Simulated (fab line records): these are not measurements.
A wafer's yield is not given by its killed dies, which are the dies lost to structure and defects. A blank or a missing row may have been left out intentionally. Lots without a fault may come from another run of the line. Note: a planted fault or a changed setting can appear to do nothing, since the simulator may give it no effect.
Struck lot and sound lot, side by side	flow n5Finfet	17 steps out of a route of 1938
Sound: wafers L463.1, L463.5, L463.6. Struck: wafer L467.5. (L467.2, L467.4 of the same lot were not struck and are left out.) The cause comes at the end.
Order at every step that has rows: each side's tool, ch and its chambers, its first start. Under that, the readings that differ: sound wafers	struck wafers	difference of the means	sigmas: that difference in standard deviations of wafers without a fault.
alike: readings with means less than 2 such deviations apart, plus words and numbers identical on both sides. not compared: withheld readings, readings lacking a value on some wafer, bounds such as >300 that could conceal the same value, and numbers that have no deviation in the record and whose values overlap.
A row with sigmas, a row that says differs or no value, or rows on one side alone: a step with any of these is where the two part. Numbers that have no deviation but don't overlap get no sigmas and don't part them. Lack of a reading on every wafer of one side parts them only where that side has two or more wafers.

N5_PASSIVATION_ETCH_15: etches SiCN in CF4/N2, target depth 75 nm, time 81.2 s.
  sound: rieDiel-06 ch 0,1,3; struck: rieDiel-06 ch 1
  alike: drypumpMotorCurrentA, oesProductAu, rfFwdPowerW, rfVppV, showerheadPlenumPTorr, throttleValvePct
  not compared: rfHoursCounterH
then, 2 steps without rows for these wafers: N5_PASSIVATION_STRIP_73 (strips in post etch residue remover, time 60 s); N5_PASSIVATION_SRD_17 (time 30 s, dry time 30 s).
N5_PASSIVATION_DEGAS_18: time 60 s.
  struck on pvdSputter-01, day 12 15:22; sound on pvdSputter-03, day 12 04:23
  alike: heaterPowerW
N5_PASSIVATION_PRE_CLEAN_19:
  struck on pvdSputter-01, day 12 15:25; sound on pvdSputter-03, day 12 04:25
  alike: heaterPowerW
N5_PASSIVATION_SPUTTER_20: material TaN, target thk 50 nm.
  struck on pvdSputter-01, day 12 15:27; sound on pvdSputter-03, day 12 04:28
  alike: throttleValvePct
N5_PASSIVATION_AL_DEP_21: deposits Al, target thk 2800 nm, time 170 s.
  struck on pvdSputter-01, day 12 15:33; sound on pvdSputter-03, day 12 04:34
  alike: throttleValvePct
then, 5 steps without rows for these wafers: N5_PASSIVATION_HMDS_23 (time 60 s); N5_PASSIVATION_COAT_24; N5_PASSIVATION_EBR_26; N5_PASSIVATION_SOFTBAKE_25 (time 90 s); N5_PASSIVATION_EXPOSE_27 (exposes mask PAD, defocus 0 nm).
N5_PASSIVATION_PEB_28:
  sound on lithoTrack-04 ch 0, day 12 04:55; struck on lithoTrack-01 ch 0, day 12 16:02
then, 2 steps without rows for these wafers: N5_PASSIVATION_DEVELOP_29 (develop time 60 s); N5_PASSIVATION_HARDBAKE_31 (time 120 s).
N5_PASSIVATION_CD_MEAS_30 targets a cd of 4000 nm.
  sound on cdSem-02 ch 0, day 12 05:02; struck on cdSem-01 ch 0, day 12 16:09
reading	sound	struck	difference	sigmas
cdNm (nm)	4000.1 4002.4 3999.7	3981.2	-19.5	-11
N5_PASSIVATION_OVL_MEAS_63:
  sound on overlay-01 ch 0, day 12 05:04; struck on overlay-01 ch 0, day 12 16:11
  alike: PAD_OVL

WHERE THEY PART
At N5_PASSIVATION_CD_MEAS_30 and nowhere else, as far as this record goes. Later steps at which nothing parts them and some readings are alike: N5_PASSIVATION_OVL_MEAS_63.

WHY: what had been put in by the simulator
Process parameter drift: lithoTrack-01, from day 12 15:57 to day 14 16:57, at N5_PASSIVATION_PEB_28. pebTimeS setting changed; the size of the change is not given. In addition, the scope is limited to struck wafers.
